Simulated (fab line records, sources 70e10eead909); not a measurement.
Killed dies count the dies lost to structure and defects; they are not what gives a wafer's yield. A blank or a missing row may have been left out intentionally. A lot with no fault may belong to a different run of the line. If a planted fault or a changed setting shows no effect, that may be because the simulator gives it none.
fab line records ; flow nandHarc
[record] lots = 13; wafers = 39; lastDay = 33
route steps=1302 shown A_STAIRCASE@836 A_BONDPAD@1228 THIN_TSV@1268 END@1302
lots that met no fault: taken from a fault-free run of the same line
startH: the number of hours between the record's first day and the start of the first shown wafer of the lot ; waitH: time in hours since the lot's previous step ; " repeats the value in the row above ; L1.1+2: a single row standing in for several wafers ; - either no value or no given start ; * or withheld: withheld ; < > ~ a bound
route shown NAME@n: names a module that has steps shown in the file, with the first one's number in the route ; usual: mean/standard deviation taken from wafers without a fault ; same: alike in all rows ; chamber/n: place in a boat ; sites: the reading at each site ; _std_site: their standard deviation ; _edge_site: the outer-site mean with the inner-site mean subtracted ; radiusMm: how far each site lies from the wafer's centre ; mask NAME#n: copy n ; behind: the last tool/chamber to shape the wafer ; hold: what put the lot on hold/how long, in hours/how the hold closed ; device: transistor that didn't switch, given as n, p or np ; end of line: tests of these same wafers at the route's end ; step lacking rows: just its recipe ; killed: the dies lost at the first sort to structure and to defects; this is not the yield of the wafer ; map: shows each die of a wafer: x if killed, . if not, _ if none is there
set.NAME: the run value of the setting; set.NAME@STEP: its run value at that earlier step ; model.NAME: the simulator's own value behind a step, which no gauge read
steps of the route over a sample of lots; a table a step, a row a wafer
services: a tool's chamber out of use, with start hour (startH, from the record's first day; less than 0 if before it), hours out, and reason
[[steps]]
[step NHARC_A_STAIRCASE_STRIP_316]
[recipe] o2FlowSccm = 500; arFlowSccm = 0; biasW = 0; chemistry = O2
[usual] drypumpMotorCurrentA = 5.7/0.42; mfcArSccm = 0.013/0.016; oesProductAu = 1.003/0.0086; rfVppV = 57.9/0.94; showerheadPlenumPTorr = 3.57/0.11; throttleValvePct = 17.037/0.0091
lot.wafer;tool;chamber;startH;waitH;drypumpMotorCurrentA;mfcArSccm;oesProductAu;rfHoursCounterH;rfVppV;showerheadPlenumPTorr;throttleValvePct
L143.1;rieDiel-01;0;391.91;-;5.5;0.032;0.997;1;56.9;3.59;17.045
L143.3;rieDiel-01;1;391.91;-;6.2;0;0.988;1;59.1;3.75;17.030
L143.6;rieDiel-01;2;391.91;-;5.5;0.011;1.006;-;57.4;3.56;17.043
L142.2;rieDiel-05;2;393.53;-;4.9;0.034;0.992;56;58.4;3.72;17.022
L142.1;rieDiel-05;1;393.53;-;6.1;0;1.013;54;56.5;3.34;17.033
L142.6;rieDiel-05;2;393.53;-;4.9;0.034;1.000;-;57.3;3.71;17.037
L145.1;rieDiel-01;1;417.64;-;6.1;0;0.994;9;59.0;3.74;17.039
L145.5;rieDiel-01;2;417.64;-;5.5;0.011;1.010;-;58.4;3.55;17.038
L145.6;rieDiel-01;3;417.64;-;5.8;0.045;1.007;-;58.2;3.59;17.040
L146.4;rieDiel-01;0;426.96;-;5.4;0.032;0.998;12;57.3;3.58;17.041
L146.5;rieDiel-01;3;426.96;-;5.9;0.045;0.994;-;56.7;3.58;17.036
L146.6;rieDiel-01;0;426.96;-;5.5;0.032;1.010;-;57.6;3.58;17.045
L147.2;rieDiel-01;3;428.66;-;5.9;0.045;0.992;14;56.3;3.58;17.033
L147.5;rieDiel-01;1;428.66;-;6.2;0;0.980;-;57.5;3.74;17.023
L147.6;rieDiel-01;2;428.66;-;5.5;0.011;0.993;-;58.9;3.55;17.039
L148.1;rieDiel-01;1;449.74;-;6.1;0;0.996;20;57.7;3.74;17.036
L148.4;rieDiel-01;2;449.74;-;5.5;0.011;0.996;22;56.7;3.55;17.048
L148.6;rieDiel-01;0;449.74;-;5.4;0.032;1.000;-;59.5;3.58;17.033
L151.1;rieDiel-01;1;480.72;-;6.2;0;0.993;30;59.9;3.73;17.044
L151.5;rieDiel-01;0;480.72;-;5.5;0.032;0.997;-;59.1;3.57;17.049
L151.6;rieDiel-01;1;480.72;-;6.1;0;0.999;-;58.6;3.73;17.042
L152.3;rieDiel-01;0;490.98;-;5.4;0.032;1.004;31;58.5;3.57;17.042
L152.2;rieDiel-01;2;490.98;-;5.5;0.011;1.015;37;58.4;3.54;17.024
L152.5;rieDiel-01;1;490.98;-;6.1;0;1.006;-;58.1;3.73;17.031
L160.1;rieDiel-01;2;572.27;-;5.5;0.011;0.993;1;57.0;3.53;17.041
L160.4;rieDiel-01;3;572.27;-;5.9;0.045;1.003;1;58.5;3.56;17.027
L160.2;rieDiel-01;0;572.27;-;5.5;0.032;0.994;2;57.2;3.56;17.023
L162.1;rieDiel-10;1;588.05;-;6.4;0;1.020;53;58.3;3.57;17.044
L162.4;rieDiel-10;2;588.05;-;5.8;0.011;1.017;56;57.4;3.68;17.026
L162.6;rieDiel-10;0;588.05;-;5.0;0.004;1.021;-;58.0;3.53;17.043
L161.1;rieDiel-01;2;588.59;-;5.5;0.011;0.994;6;56.8;3.52;17.041
L161.6;rieDiel-01;3;588.59;-;5.8;0.045;1.001;-;57.9;3.56;17.030
L161.5;rieDiel-01;0;588.59;-;5.5;0.032;0.992;-;58.8;3.55;17.028
L164.1;rieDiel-10;2;590.03;-;5.8;0.011;1.009;57;58.8;3.68;17.032
L164.3;rieDiel-10;3;590.03;-;5.9;0.002;1.011;59;57.6;3.38;17.046
L164.6;rieDiel-10;3;590.03;-;5.9;0.002;1.006;-;56.4;3.38;17.038
L165.1;rieDiel-05;3;628.09;-;5.3;0.008;0.994;11;56.4;3.38;17.036
L165.4;rieDiel-05;1;628.09;-;6.1;0;0.993;11;56.7;3.30;17.031
L165.2;rieDiel-05;2;628.09;-;4.9;0.034;1.000;12;57.7;3.68;17.061
[step NHARC_A_BONDPAD_PVD_27]
[recipe] targetThkA = 300; chamberPressurePa = 5; powerW = 5000; substrateTempC = 30; timeS = 20.49; material = Cu
[usual] throttleValvePct = 29.8/1.3
lot.wafer;tool;chamber;startH;waitH;throttleValvePct
L142.2;pvdSputter-02;-;-;-;31.5
L142.1;pvdSputter-02;-;-;-;31.1
L142.6;pvdSputter-02;-;-;-;31.6
L143.1;pvdSputter-01;-;-;-;28.4
L143.3;pvdSputter-01;-;-;-;28.9
L143.6;pvdSputter-01;-;-;-;31.4
L145.1;pvdSputter-01;-;-;-;31.4
L145.6;pvdSputter-01;-;-;-;28.9
L145.5;pvdSputter-01;-;-;-;31.7
L146.4;pvdSputter-03;-;-;-;31.0
L146.5;pvdSputter-03;-;-;-;29.3
L146.6;pvdSputter-03;-;-;-;30.5
L147.2;pvdSputter-01;-;-;-;28.9
L147.5;pvdSputter-01;-;-;-;31.6
L147.6;pvdSputter-01;-;-;-;28.2
L148.4;pvdSputter-03;-;-;-;28.6
L148.1;pvdSputter-03;-;-;-;29.4
L148.6;pvdSputter-03;-;-;-;28.6
L151.1;pvdSputter-02;-;-;-;31.6
L151.5;pvdSputter-02;-;-;-;31.3
L151.6;pvdSputter-02;-;-;-;31.0
L152.2;pvdSputter-01;-;-;-;28.9
L152.3;pvdSputter-01;-;-;-;28.7
L152.5;pvdSputter-01;-;-;-;31.3
L160.2;pvdSputter-01;-;-;-;31.3
L160.1;pvdSputter-01;-;-;-;28.4
L160.4;pvdSputter-01;-;-;-;28.9
L161.1;pvdSputter-02;-;-;-;32.4
L161.6;pvdSputter-02;-;-;-;32.8
L161.5;pvdSputter-02;-;-;-;31.2
L162.1;pvdSputter-01;-;-;-;29.0
L162.4;pvdSputter-01;-;-;-;31.6
L162.6;pvdSputter-01;-;-;-;28.8
L164.1;pvdSputter-02;-;-;-;30.4
L164.3;pvdSputter-02;-;-;-;32.6
L164.6;pvdSputter-02;-;-;-;30.7
L165.2;pvdSputter-02;-;-;-;31.0
L165.1;pvdSputter-02;-;-;-;30.5
L165.4;pvdSputter-02;-;-;-;32.5
[step NHARC_THIN_TSV_ETCHBACK_48]
[recipe] targetDepthA = 10285; overEtchFrac = 0.3; timeS = 405.17; ionEnergyEv = 250; c4f8FlowSccm = withheld; arFlowSccm = withheld; rfW = 600; biasW = 300; chemistry = C4F8/Ar
[usual] oesProductAu = 0.95/0.033; rfVppV = 545/3.2
lot.wafer;tool;chamber;startH;waitH;oesProductAu;rfHoursCounterH;rfVppV
L142.1;rieDiel-02;2;552.19;-;0.93;5.8;552
L142.2;rieDiel-02;3;552.19;-;0.93;6.9;547
L142.6;rieDiel-02;1;552.19;-;0.91;-;550
L143.1;rieDiel-13;0;553.49;-;0.93;2.1;544
L143.3;rieDiel-13;2;553.49;-;0.92;1.6;543
L143.6;rieDiel-13;0;553.49;-;0.93;-;544
L145.1;rieDiel-09;1;572.02;-;0.93;5.1;544
L145.6;rieDiel-09;3;572.02;-;0.93;-;542
L145.5;rieDiel-09;0;572.02;-;0.92;-;544
L146.4;rieDiel-02;1;580.55;-;1.00;0.1;550
L146.6;rieDiel-02;3;580.55;-;1.01;-;546
L146.5;rieDiel-02;0;580.55;-;1.00;-;543
L147.2;rieDiel-13;2;588.85;-;0.92;4.2;545
L147.5;rieDiel-13;3;588.85;-;0.93;-;543
L147.6;rieDiel-13;0;588.85;-;0.92;-;544
L148.4;rieDiel-13;2;611.30;-;0.93;5.0;544
L148.1;rieDiel-13;0;611.30;-;0.92;5.7;544
L148.6;rieDiel-13;1;611.30;-;0.92;-;545
L151.1;rieDiel-02;0;637.27;-;1.01;2.9;543
L151.5;rieDiel-02;2;637.27;-;0.99;-;553
L151.6;rieDiel-02;3;637.27;-;1.00;-;545
L152.3;rieDiel-09;2;661.01;-;0.93;9.7;541
L152.2;rieDiel-09;3;661.01;-;0.92;9.8;543
L152.5;rieDiel-09;0;661.01;-;0.91;-;543
L160.1;rieDiel-13;2;749.86;-;1.00;2.9;543
L160.4;rieDiel-13;3;749.86;-;1.01;3.1;542
L160.2;rieDiel-13;0;749.86;-;0.99;2.0;545
L161.1;rieDiel-13;0;751.30;-;0.98;2.1;545
L161.6;rieDiel-13;1;751.30;-;0.99;-;546
L161.5;rieDiel-13;2;751.30;-;0.99;-;545
L162.4;rieDiel-09;3;752.38;-;0.97;5.2;542
L162.1;rieDiel-09;0;752.38;-;0.97;4.5;542
L162.6;rieDiel-09;3;752.38;-;0.97;-;542
L164.1;rieDiel-09;0;760.46;-;0.94;4.9;543
L164.3;rieDiel-09;2;760.46;-;0.95;5.7;542
L164.6;rieDiel-09;2;760.46;-;0.96;-;540
L165.1;rieDiel-02;3;779.63;-;1.00;1.1;547
L165.2;rieDiel-02;0;779.63;-;1.00;1.2;544
L165.4;rieDiel-02;2;779.63;-;1.00;0.9;552
[step NHARC_THIN_TSV_PRE_CLEAN_54]
[recipe] timeS = 30; tempC = 280; gas = H2/He
[usual] heaterPowerW = 392/40
lot.wafer;tool;chamber;startH;waitH;heaterPowerW
L142.2;pvdSputter-03;-;554.84;0.1;441
L142.1;pvdSputter-03;-;554.84;0.1;394
L142.6;pvdSputter-03;-;554.84;0.1;388
L143.1;pvdSputter-03;-;556.10;0.1;382
L143.3;pvdSputter-03;-;556.10;0.1;332
L143.6;pvdSputter-03;-;556.10;0.1;401
L145.1;pvdSputter-03;-;574.54;0.0;333
L145.5;pvdSputter-03;-;574.54;0.0;329
L145.6;pvdSputter-03;-;574.54;0.0;393
L146.4;pvdSputter-03;-;583.12;0.1;374
L146.5;pvdSputter-03;-;583.12;0.1;438
L146.6;pvdSputter-03;-;583.12;0.1;331
L147.2;pvdSputter-02;-;591.54;0.1;328
L147.5;pvdSputter-02;-;591.54;0.1;325
L147.6;pvdSputter-02;-;591.54;0.1;366
L148.1;pvdSputter-03;-;613.89;0.1;446
L148.4;pvdSputter-03;-;613.89;0.1;342
L148.6;pvdSputter-03;-;613.89;0.1;449
L151.1;pvdSputter-01;-;639.86;0.1;393
L151.5;pvdSputter-01;-;639.86;0.1;403
L151.6;pvdSputter-01;-;639.86;0.1;423
L152.2;pvdSputter-02;-;663.54;0.1;386
L152.3;pvdSputter-02;-;663.54;0.1;337
L152.5;pvdSputter-02;-;663.54;0.1;479
L160.1;pvdSputter-03;-;752.58;0.0;438
L160.2;pvdSputter-03;-;752.58;0.0;347
L160.4;pvdSputter-03;-;752.58;0.0;382
L161.1;pvdSputter-03;-;753.92;0.1;339
L161.5;pvdSputter-03;-;753.92;0.1;345
L161.6;pvdSputter-03;-;753.92;0.1;382
L162.1;pvdSputter-01;-;754.96;0.0;383
L162.4;pvdSputter-01;-;754.96;0.0;393
L162.6;pvdSputter-01;-;754.96;0.0;387
L164.3;pvdSputter-03;-;763.17;0.1;378
L164.1;pvdSputter-03;-;763.17;0.1;438
L164.6;pvdSputter-03;-;763.17;0.1;349
L165.2;pvdSputter-02;-;782.24;0.1;491
L165.4;pvdSputter-02;-;782.24;0.1;333
L165.1;pvdSputter-02;-;782.24;0.1;360
[step NHARC_END_SORT_01]
[recipe] tempC = 25
[usual] killedAtArray = 46/15; killedAtOther = 0.8/1.1; killedAtPeriphery = 4.0/2.9; killedDies = 50/15; killedOpen = 3.2/1.8; killedShort = 2.3/1.6
[same] grossDies = 677
lot.wafer;tool;chamber;startH;waitH;killedAtArray;killedAtOther;killedAtPeriphery;killedDies;killedOpen;killedShort
L160.1;prober-02;0;764.98;2.5;78;0;2;80;3;1
L160.2;prober-02;0;765.78;2.8;99;1;2;102;1;2
L160.4;prober-02;0;767.37;3.4;77;0;2;79;6;4
L161.1;prober-01;0;769.75;2.5;101;1;2;104;3;4
L161.5;prober-01;0;772.99;3.7;108;1;3;112;3;2
L161.6;prober-01;0;773.80;4.1;81;0;4;85;2;2
// killed by level:class
L160.1 A_STAIRCASE:unspecified=45 A_CHANNEL_HOLE_D1:chamberFilmFlake=9 A_CHANNEL_HOLE_D2:chamberFilmFlake=8 A_SLIT:chamberFilmFlake=8 A_STAIRCASE:chamberFilmFlake=2 A_CONTACT:chamberFilmFlake=2 P_CONTACT:geometricParticle:short=1 A_CHANNEL_HOLE_D1:geometricParticle:open=1
L160.2 A_STAIRCASE:unspecified=66 A_CHANNEL_HOLE_D2:chamberFilmFlake=9 A_CHANNEL_HOLE_D1:chamberFilmFlake=8 A_CONTACT:chamberFilmFlake=5 A_SLIT:chamberFilmFlake=3 A_ZERO_WELL:chamberFilmFlake=2 A_CHANNEL_FILL_D1:chamberFilmFlake=2 A_SOURCE_PLATE:geometricParticle:short=1
L160.4 A_STAIRCASE:unspecified=34 A_CHANNEL_HOLE_D2:chamberFilmFlake=17 A_CHANNEL_HOLE_D1:chamberFilmFlake=7 A_CONTACT:chamberFilmFlake=4 A_CHANNEL_FILL_D2:geometricParticle:open=3 A_SLIT:chamberFilmFlake=3 A_CHANNEL_FILL_D1:chamberFilmFlake=2 P_M0:geometricParticle:short=1
L161.1 A_STAIRCASE:unspecified=53 A_CHANNEL_HOLE_D2:chamberFilmFlake=16 A_CONTACT:chamberFilmFlake=12 A_STAIRCASE:chamberFilmFlake=6 A_WL_FILL:chamberFilmFlake=5 A_CHANNEL_HOLE_D1:chamberFilmFlake=2 A_SLIT:chamberFilmFlake=2 P_M0:geometricParticle:open=1
L161.5 A_STAIRCASE:unspecified=63 A_CONTACT:chamberFilmFlake=11 A_CHANNEL_HOLE_D2:chamberFilmFlake=9 A_SLIT:chamberFilmFlake=7 A_STAIRCASE:chamberFilmFlake=6 A_WL_FILL:chamberFilmFlake=6 A_CHANNEL_HOLE_D1:chamberFilmFlake=3 P_CONTACT:geometricParticle:open=1
L161.6 A_STAIRCASE:unspecified=39 A_CHANNEL_HOLE_D2:chamberFilmFlake=21 A_CONTACT:chamberFilmFlake=8 A_SLIT:chamberFilmFlake=6 A_CHANNEL_HOLE_D1:chamberFilmFlake=2 A_STAIRCASE:chamberFilmFlake=2 P_GATE:geometricParticle:open=1 P_M0:geometricParticle:short=1
[[services]]
tool;chamber;startH;hours;kind
pvdSputter-03;-;368.08;8.3;repair
rieDiel-01;-;381.64;9.0;pm
rieDiel-13;3;386.69;16.1;repair
pvdSputter-02;-;389.34;3.2;repair
pvdSputter-03;-;391.75;5.4;repair
pvdSputter-01;-;404.05;10.0;pm
rieDiel-13;2;405.21;4.8;repair
rieDiel-01;-;427.65;0.6;repair
pvdSputter-02;-;441.30;4.4;repair
pvdSputter-02;-;460.08;10.0;pm
pvdSputter-03;-;526.00;10.0;pm
pvdSputter-02;-;552.21;1.7;repair
rieDiel-01;-;558.64;9.0;pm
pvdSputter-01;-;582.05;10.0;pm
pvdSputter-02;-;638.08;10.0;pm
rieDiel-01;3;663.68;8.8;repair
pvdSputter-03;-;704.00;10.0;pm
pvdSputter-02;-;720.93;2.3;repair
rieDiel-01;3;728.08;4.5;repair
pvdSputter-01;-;732.10;0.5;repair
rieDiel-01;-;735.64;9.0;pm
pvdSputter-01;-;746.46;5.1;repair
rieDiel-01;3;759.25;3.1;repair
pvdSputter-01;-;760.05;10.0;pm
[[key]]
[firstSign] step = NHARC_END_SORT_01; reading = killedAtArray; direction = up; sigmas = 3; usual = 46; struck = 91
[effect] step = NHARC_END_SORT_01; reading = killedDies; direction = up; sigmas = 2.8; usual = 50; struck = 94
[moreKillsBornAt] NHARC_A_STAIRCASE_STRIP_316@rieDiel-01 = 293
metAt NHARC_A_STAIRCASE_STRIP_316
struckLots L160,L161
testerLeftOut L160,L161
notActingAt NHARC_A_BONDPAD_PVD_27,NHARC_THIN_TSV_ETCHBACK_48,NHARC_THIN_TSV_PRE_CLEAN_54
onsetBetween 490.98 572.27
[fault] kind = chamberParticleSource; tool = rieDiel-01; chamber = -; onsetH = 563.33; steps = NHARC_A_STAIRCASE_STRIP_316; ratePerVisitCm2 = 0.74546; endH = 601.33
// testerLeftOut: of these lots the tester's yield and bins aren't shown, on N5 and GAA mostly nor the transistor test; their killed dies are dies lost to structure and defects alone, not to doping, threshold or leakage, so they don't give the yield
